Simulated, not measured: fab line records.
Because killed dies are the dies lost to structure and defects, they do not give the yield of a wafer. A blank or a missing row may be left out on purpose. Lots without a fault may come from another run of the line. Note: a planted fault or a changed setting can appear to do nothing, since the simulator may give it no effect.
What tool caused it? | flow n5 finfet | 7 lots with 21 wafers sampled at 3 steps, on a route of 1938 steps

== WHAT THE GAUGES READ, wafer by wafer ==
N5_BEOL_M4_RC_MEAS_101. Usual: DIBL_N 36.5 mV/V, standard deviation 1.4; DIBL_P 36.5 mV/V, standard deviation 1.6; IOFF_N 0.163 nA/um, standard deviation 0.022; IOFF_P 0.219 nA/um, standard deviation 0.029; ION_N 675 uA/um, standard deviation 8.3; ION_P 464 uA/um, standard deviation 6.2; SS_N 71.5 mV/dec, standard deviation 0.52; SS_P 73.4 mV/dec, standard deviation 0.57; VT_N 249.7 mV, standard deviation 2.6; VT_P -250 mV, standard deviation 3.
lot  | measured     | on        | DIBL_N (mV/V)  | DIBL_P (mV/V)  | IOFF_N (nA/um)    | IOFF_P (nA/um)    | ION_N (uA/um) | ION_P (uA/um) | SS_N (mV/dec)  | SS_P (mV/dec)  | VT_N (mV)         | VT_P (mV)      | flag
L657 | day 8 03:10  | prober-01 | 38.3 36.7 36.8 | 37.0 34.9 34.5 | 0.170 0.139 0.136 | 0.252 0.215 0.199 | 673 661 669   | 472 462 468   | 71.9 71.2 70.9 | 73.3 73.9 73.2 | 252.2 254.3 253.8 | -249 -248 -249 |
L659 | day 9 04:06  | prober-02 | 35.5 36.6 34.2 | 37.1 38.6 34.9 | 0.148 0.168 0.125 | 0.205 0.224 0.172 | 671 675 659   | 465 460 456   | 71.2 71.8 70.9 | 73.5 73.5 72.6 | 253.1 249.6 253.6 | -252 -252 -254 |
L663 | day 9 21:19  | prober-01 | 36.9 35.8 36.2 | 36.2 35.2 36.4 | 0.172 0.154 0.173 | 0.197 0.188 0.200 | 666 666 682   | 454 454 462   | 72.1 70.6 71.4 | 73.3 73.4 73.0 | 251.5 250.5 249.3 | -250 -251 -251 |
L675 | day 12 21:46 | prober-02 | 37.2 37.7 38.3 | 37.0 38.1 38.3 | 0.176 0.195 0.203 | 0.219 0.232 0.244 | 682 694 682   | 461 469 465   | 71.7 71.5 71.7 | 73.5 73.2 73.7 | 249.3 247.1 246.3 | -250 -251 -250 |
L676 | day 13 02:41 | prober-02 | 38.5 38.7 38.1 | 38.0 37.9 37.6 | 0.175 0.184 0.174 | 0.240 0.244 0.248 | 681 666 685   | 464 460 471   | 71.3 71.4 71.4 | 74.3 74.3 74.0 | 250.5 248.6 247.6 | -247 -248 -247 |
L678 | day 13 22:22 | prober-02 | 35.7 33.3 35.0 | 37.9 34.6 36.6 | 0.170 0.127 0.151 | 0.230 0.184 0.217 | 681 675 675   | 472 467 465   | 72.5 71.0 71.1 | 73.4 72.6 73.3 | 250.1 252.1 250.0 | -248 -251 -249 |
L679 | day 14 04:43 | prober-02 | 36.6 37.2 34.9 | 35.7 36.7 33.8 | 0.149 0.164 0.132 | 0.218 0.243 0.196 | 661 665 667   | 460 458 467   | 71.8 72.8 71.7 | 73.4 73.9 72.7 | 251.6 250.0 254.0 | -250 -248 -251 |

N5_BEOL_M9_OVL_MEAS_12. Usual: M9_OVL gives 0.0 nm (standard deviation 1.1).
lot  | measured     | on         | M9_OVL (nm)    | flag
L657 | day 9 19:35  | overlay-01 | 0.2 0.1 0.5    |
L659 | day 10 21:31 | overlay-02 | -2.6 -1.2 -1.1 |
L663 | day 11 12:53 | overlay-01 | -0.5 -0.2 0.0  |
L675 | day 14 15:48 | overlay-02 | 0.3 -0.2 -1.4  |
L676 | day 15 00:20 | overlay-01 | 0.4 0.6 -0.1   |
L678 | day 15 12:37 | overlay-02 | -0.4 -2.7 -0.8 |
L679 | day 15 21:19 | overlay-02 | 1.2 1.0 0.4    |

== EACH LOT AND THE TOOL THAT RAN IT (in order: tool; ch and the chambers of the sampled wafers; start) ==
lot  | N5_BEOL_M9_HM_DEP_02
L657 | pvd sputter-03, day 9 19:11
L659 | pvd sputter-01, day 10 20:59
L663 | pvd sputter-02, day 11 12:29
L675 | pvd sputter-03, day 14 15:16
L676 | pvd sputter-01, day 14 23:49
L678 | pvd sputter-01, day 15 12:05
L679 | pvd sputter-01, day 15 20:47
- N5_BEOL_M9_HM_DEP_02: deposits TiN, target thk 20 nm.

== AS READ BY THE TOOLS THEMSELVES (means over the sampled wafers that have a number; for cases with no such wafer, the mark the record gives instead) ==
N5_BEOL_M9_HM_DEP_02. Usual: substrate temp c 25.00 C, standard deviation 0.1; throttle valve pct 30.3 %, standard deviation 0.43.
lot  | tool           | substrate temp c (C) | throttle valve pct (%) | flag
L657 | pvd sputter-03 | 25.08                | 30.2                   |
L659 | pvd sputter-01 | 25.03                | 30.6                   |
L663 | pvd sputter-02 | 24.96                | 30.5                   |
L675 | pvd sputter-03 | 24.95                | 30.0                   |
L676 | pvd sputter-01 | 24.94                | 30.5                   |
L678 | pvd sputter-01 | 24.97                | 30.4                   |
L679 | pvd sputter-01 | 25.04                | 30.1                   |

== THE ANSWER, worked out from the rows above alone ==
Rule: a lot is off if the mean of its wafers that have a number lies more than 3 standard deviations from the usual mean. Also off: a lot with no number at a reading for which 4 or more lots have one. Where the step has rows for the other lots, those lots are counted as sound. Order of review: gauges by route order, followed by the tools' own readings, for which a lot's mean as printed above is used. At the first step where some lot is off, the reading lying furthest off is the one used; lots without a number count as furthest.
Across all readings shown, no lot is off: no conclusion can be drawn from this.

== WHAT WAS PUT IN BY THE SIMULATOR ==
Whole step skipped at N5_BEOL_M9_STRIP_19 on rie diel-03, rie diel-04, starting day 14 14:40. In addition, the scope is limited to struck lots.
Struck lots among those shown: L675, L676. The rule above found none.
